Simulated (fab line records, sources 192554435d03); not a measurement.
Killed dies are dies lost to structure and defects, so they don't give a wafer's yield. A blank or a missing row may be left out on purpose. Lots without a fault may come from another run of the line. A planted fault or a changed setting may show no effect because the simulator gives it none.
Split-lot experiment | flow n5_finfet | 7 lots, 21 wafers read, on a route of 1938 steps

THE SPLIT
At N5_BEOL_M1_COAT_05 (resist thk 30 nm), the setting spin_rpm was moved away from the recipe's 1500 rpm on 5 of the 21 wafers read, by -6.7% to +5.5%. The other wafers ran this setting at the recipe's value.

FROM THE SPLIT TO THE READING: what the file shows between them, 7 steps
- N5_BEOL_M1_EBR_07
- N5_BEOL_M1_SOFTBAKE_06: time 60 s
- N5_BEOL_M1_EXPOSE_08: exposes mask M1
- N5_BEOL_M1_PEB_09: peb time 60 s
- N5_BEOL_M1_DEVELOP_10: develop time 30 s
- N5_BEOL_M1_DESCUM_16: chemistry O2, time 7 s
- N5_BEOL_M1_ETCH_74: etches underlayer in N2/H2, target depth 6.5 nm, time 5.2 s

THE READING
CAR-EUV_of_BEOL_M1_COAT_05.thk_nm (the simulator's own value, which no gauge read), in nm, at N5_BEOL_M1_ETCH_63 (etches SiARC in CF4, target depth 15.6 nm, time 26 s). The file gives no usual value for it. The 16 wafers here that ran the recipe average 11.2 nm, standard deviation 0.12 nm.

wafer  | tool, chamber at the split | spin_rpm as run, rpm | against the recipe | CAR-EUV_of_BEOL_M1_COAT_05.thk_nm, nm | against lot-mates on the recipe
L086.3 | litho_track-01, 0          | 1500                 | recipe             | 11                                    | -
L086.4 | litho_track-01, 0          | 1457                 | -2.9%              | 11.6                                  | +0.5
L086.6 | litho_track-01, 0          | 1500                 | recipe             | 11.2                                  | -
L087.1 | litho_track-03, 0          | 1500                 | recipe             | 11.2                                  | -
L087.3 | litho_track-03, 0          | 1582                 | +5.5%              | 10.4                                  | -0.8
L087.6 | litho_track-03, 0          | 1582                 | +5.5%              | 10.4                                  | -0.8
L088.3 | litho_track-01, 0          | 1500                 | recipe             | 11.2                                  | -
L088.4 | litho_track-01, 0          | 1500                 | recipe             | 11.2                                  | -
L088.5 | litho_track-01, 0          | 1500                 | recipe             | 11.2                                  | -
L090.1 | litho_track-01, 0          | 1500                 | recipe             | 10.8                                  | -
L090.5 | litho_track-01, 0          | 1500                 | recipe             | 11.2                                  | -
L090.6 | litho_track-01, 0          | 1425                 | -5.0%              | 11.8                                  | +0.8
L093.2 | litho_track-01, 0          | 1500                 | recipe             | 11.2                                  | -
L093.4 | litho_track-01, 0          | 1500                 | recipe             | 11.2                                  | -
L093.5 | litho_track-01, 0          | 1500                 | recipe             | 11.2                                  | -
L096.1 | litho_track-05, 0          | 1399                 | -6.7%              | 12.4                                  | +1.2
L096.2 | litho_track-05, 0          | 1500                 | recipe             | 11.2                                  | -
L096.6 | litho_track-05, 0          | 1500                 | recipe             | 11.2                                  | -
L097.4 | litho_track-03, 0          | 1500                 | recipe             | 11.2                                  | -
L097.6 | litho_track-03, 0          | 1500                 | recipe             | 11.2                                  | -
L097.5 | litho_track-03, 0          | 1500                 | recipe             | 11.4                                  | -

THE FIT
A straight line over all 21 wafers: CAR-EUV_of_BEOL_M1_COAT_05.thk_nm changes by -0.152 nm for each +1% of spin_rpm; r = -0.96; the points scatter about the line by 0.12 nm.
The same after taking each lot's own level away (the mean of its wafers on the recipe; 21 wafers): -0.161 nm for each +1%; r = -0.98; scatter 0.089 nm.
On that fit, the largest move of spin_rpm shifts the reading by 1.1 nm.
The lots' own levels span 11.00 to 11.27 nm, that is 2.2 times the standard deviation above.
So the lot-to-lot level changes the slope little: the two slopes agree.
Check: with one of the wafers moved furthest among these (-6.7%) left out of the fit, the line predicts +1.04 nm for it against its lot-mates. It came out at +1.2 nm against them.

OTHER SPLITS ON THESE WAFERS
These wafers also went through other splits before the reading. Each is held against what the fit with the lots' levels taken away leaves over:
other split on the same wafers    | wafers away from the commonest value | r with CAR-EUV_of_BEOL_M1_COAT_05.thk_nm (lot level and that fit taken away)
N5_BEOL_M0_SAQP_EXPOSE_37 dose_mj | 8                                    | +0.23
N5_BEOL_M1_PECVD_72 time_s        | 5                                    | -0.17

THE WHOLE CHAIN: every reading that the file lists as answering this split, in the file's order
step                  | what it does                                         | reading                                                                            | change (the file's fit)               | r (the file's)
N5_BEOL_M1_COAT_05    | resist thk 30 nm                                     | CAR-EUV_of_BEOL_M1_COAT_05.thk_nm (the simulator's own value, which no gauge read) | -0.151 nm for each +1% of the setting | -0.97
N5_BEOL_M1_DEVELOP_10 | develop time 30 s                                    | CAR-EUV_of_BEOL_M1_COAT_05.thk_nm (the simulator's own value, which no gauge read) | -0.156 nm for each +1% of the setting | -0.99
N5_BEOL_M1_ETCH_63    | etches SiARC in CF4, target depth 15.6 nm, time 26 s | CAR-EUV_of_BEOL_M1_COAT_05.thk_nm (the simulator's own value, which no gauge read) | -0.165 nm for each +1% of the setting | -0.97

THE FILE'S OWN FIT
CAR-EUV_of_BEOL_M1_COAT_05.thk_nm changes by -0.165 nm for each +1% of spin_rpm, r = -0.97.
